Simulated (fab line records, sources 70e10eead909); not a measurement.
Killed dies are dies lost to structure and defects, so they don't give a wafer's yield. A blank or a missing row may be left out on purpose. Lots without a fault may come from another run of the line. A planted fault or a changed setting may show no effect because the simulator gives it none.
Chamber matching | flow nand_harc | NHARC_A_BONDPAD_DESCUM_11 on rie_diel-11: 4 sister chambers
The step chemistry O2, time 3 s. 36 wafers are shown with their chamber, then 12 later ones without.

WAFERS WITH THEIR CHAMBER
wafer  | chamber | drypump_motor_current_A (A) | oes_product_au (a.u.) | rf_vpp_V (V)
L074.2 | 3       | 5.6                         | 1.006                 | 58.6
L074.5 | 0       | 6.4                         | 1.017                 | 58.3
L074.6 | 1       | 6.2                         | 1.011                 | 57.1
L075.3 | 3       | 5.6                         | 1.007                 | 58.5
L075.4 | 1       | 6.1                         | 1.007                 | 59.0
L075.6 | 2       | 5.8                         | 1.010                 | 58.9
L077.2 | 2       | 5.7                         | 1.005                 | 58.2
L077.3 | 0       | 6.5                         | 0.993                 | 57.3
L077.5 | 3       | 5.6                         | 1.012                 | 58.0
L079.2 | 2       | 5.7                         | 1.007                 | 57.9
L079.5 | 0       | 6.4                         | 1.011                 | 57.0
L079.6 | 1       | 6.2                         | 0.999                 | 58.4
L081.2 | 1       | 6.2                         | 1.006                 | 57.2
L081.3 | 3       | 5.6                         | 1.009                 | 57.5
L081.5 | 1       | 6.2                         | 1.015                 | 56.3
L084.1 | 3       | 5.6                         | 1.011                 | 60.8
L084.3 | 0       | 6.4                         | 1.000                 | 58.9
L084.5 | 3       | 5.6                         | 1.016                 | 58.1
L083.1 | 1       | 6.2                         | 0.994                 | 57.6
L083.5 | 1       | 6.2                         | 0.995                 | 57.5
L083.6 | 2       | 5.7                         | 0.998                 | 58.1
L085.2 | 1       | 6.2                         | 1.000                 | 57.4
L085.4 | 0       | 6.4                         | 0.999                 | 59.2
L085.6 | 3       | 5.6                         | 1.016                 | 58.2
L086.1 | 0       | 6.4                         | 1.002                 | 56.5
L086.3 | 2       | 5.7                         | 0.998                 | 59.1
L086.4 | 1       | 6.2                         | 0.994                 | 57.9
L088.1 | 2       | 5.7                         | 1.002                 | 59.0
L088.2 | 1       | 6.2                         | 0.997                 | 59.6
L088.5 | 2       | 5.7                         | 1.007                 | 60.1
L087.2 | 1       | 6.2                         | 0.988                 | 58.6
L087.4 | 3       | 5.6                         | 1.010                 | 57.8
L087.6 | 1       | 6.2                         | 0.997                 | 57.9
L089.4 | 2       | 5.7                         | 0.997                 | 57.4
L089.5 | 1       | 6.2                         | 0.995                 | 58.1
L089.6 | 0       | 6.4                         | 1.006                 | 59.0

SIGNATURES (means of the wafers above)
reading                 | chamber 0 | chamber 1 | chamber 2 | chamber 3 | scatter within a chamber
drypump_motor_current_A | 6.414     | 6.192     | 5.713     | 5.600     | 0.0288
oes_product_au          | 1.00400   | 0.99985   | 1.00300   | 1.01087   | 0.00655
rf_vpp_V                | 58.029    | 57.892    | 58.587    | 58.438    | 0.944
Rule: a wafer's distance from a chamber is the root of the sum, over the readings, of the square of ((its reading less the chamber's mean) divided by the reading's scatter). The wafer belongs to the nearest chamber; if the next one is less than 2 further off, it can't be placed. The scatter: the root of (the sum of the squares of (reading less its chamber's mean) over the shown wafers, divided by (wafers less chambers)).

WAFERS WITHOUT THEIR CHAMBER
wafer  | drypump_motor_current_A (A) | oes_product_au (a.u.) | rf_vpp_V (V)
L090.1 | 6.4                         | 1.000                 | 58.7
L090.4 | 5.7                         | 0.999                 | 57.3
L090.5 | 5.6                         | 1.001                 | 57.1
L094.4 | 5.6                         | 1.010                 | 58.9
L094.5 | 6.1                         | 0.994                 | 55.9
L094.6 | 5.7                         | 0.992                 | 59.1
L095.2 | 6.4                         | 1.004                 | 58.8
L095.3 | 5.6                         | 0.999                 | 57.9
L095.6 | 6.1                         | 0.988                 | 58.2
L096.3 | 6.4                         | 1.012                 | 56.9
L096.4 | 6.2                         | 0.995                 | 58.5
L096.5 | 5.7                         | 1.004                 | 59.0

WHICH CHAMBER EACH WENT THROUGH
wafer  | from the rows above | in truth
L090.1 | 0                   | 0
L090.4 | 2                   | 2
L090.5 | 3                   | 3
L094.4 | 3                   | 3
L094.5 | 1                   | 1
L094.6 | 2                   | 2
L095.2 | 0                   | 0
L095.3 | 3                   | 3
L095.6 | 1                   | 1
L096.3 | 0                   | 0
L096.4 | 1                   | 1
L096.5 | 2                   | 2
Placed correctly: 12 of 12. Can't be placed from these rows: 0. Placed wrongly: 0.
